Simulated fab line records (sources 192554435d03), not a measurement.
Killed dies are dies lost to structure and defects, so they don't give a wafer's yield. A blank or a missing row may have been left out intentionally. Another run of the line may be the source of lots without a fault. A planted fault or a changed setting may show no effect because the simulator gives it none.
Matching of chambers :: flow n5-finfet :: 3 sister chambers for N5_BEOL_M12_DEP_53 on pecvd-03
The step deposits SiCN from 3MS/NH3, target thk 30 nm, time 10.5 s. 6 wafers are shown with their chamber, then 11 later ones without.

## WAFERS WITH THEIR CHAMBER
wafer: L084.4
chamber: 0
throttle-valve-pct (%): 18.6
showerhead-vpp-V (V): 1594

wafer: L084.5
chamber: 1
throttle-valve-pct (%): 18.2
showerhead-vpp-V (V): 1608

wafer: L087.4
chamber: 0
throttle-valve-pct (%): 18.3
showerhead-vpp-V (V): 1596

wafer: L087.5
chamber: 1
throttle-valve-pct (%): 18.0
showerhead-vpp-V (V): 1605

wafer: L087.6
chamber: 2
throttle-valve-pct (%): 17.6
showerhead-vpp-V (V): 1703

wafer: L088.2
chamber: 2
throttle-valve-pct (%): 17.4
showerhead-vpp-V (V): 1666

## WAFERS WHOSE CHAMBER IS MISSING
wafer: L088.3
throttle-valve-pct (%): 18.5
showerhead-vpp-V (V): 1590

wafer: L088.4
throttle-valve-pct (%): 18.5
showerhead-vpp-V (V): 1640

wafer: L094.1
throttle-valve-pct (%): 18.2
showerhead-vpp-V (V): 1622

wafer: L094.2
throttle-valve-pct (%): 17.6
showerhead-vpp-V (V): 1668

wafer: L094.5
throttle-valve-pct (%): 17.9
showerhead-vpp-V (V): 1653

wafer: L096.2
throttle-valve-pct (%): 17.7
showerhead-vpp-V (V): 1679

wafer: L096.3
throttle-valve-pct (%): 18.1
showerhead-vpp-V (V): 1630

wafer: L096.6
throttle-valve-pct (%): 18.2
showerhead-vpp-V (V): 1620

wafer: L097.3
throttle-valve-pct (%): 18.7
showerhead-vpp-V (V): 1611

wafer: L097.4
throttle-valve-pct (%): 17.8
showerhead-vpp-V (V): 1696

wafer: L097.5
throttle-valve-pct (%): 18.0
showerhead-vpp-V (V): 1638

## WHICH CHAMBER EACH WENT THROUGH
wafer: L088.3
from the rows above: 0
in truth: 0

wafer: L088.4
from the rows above: can't be placed: 0 or 1
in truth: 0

wafer: L094.1
from the rows above: can't be placed: 1 or 0
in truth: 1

wafer: L094.2
from the rows above: 2
in truth: 2

wafer: L094.5
from the rows above: can't be placed: 2 or 1 or 0
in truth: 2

wafer: L096.2
from the rows above: 2
in truth: 2

wafer: L096.3
from the rows above: can't be placed: 1 or 0
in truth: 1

wafer: L096.6
from the rows above: can't be placed: 1 or 0
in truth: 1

wafer: L097.3
from the rows above: can't be placed: 0 or 1
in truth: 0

wafer: L097.4
from the rows above: 2
in truth: 2

wafer: L097.5
from the rows above: can't be placed: 1 or 0
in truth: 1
4 of 11 placed correctly. Not placeable from these rows: 7 (in 7, the candidates include the true chamber). Wrongly placed: 0.
How it was worked out, from the rows above alone: a wafer's distance from a chamber is the root of the sum, over the readings, of the square of ((its reading less the chamber's mean) divided by the reading's scatter). If the next closest chamber is less than 2 further off than the closest, the wafer can't be placed; otherwise it belongs to the closest. A chamber's mean is the mean of its shown wafers. How the scatter is found: for the shown wafers, subtract from each reading the mean of its chamber, square and add these, divide the total by (wafers less chambers), then take the root.
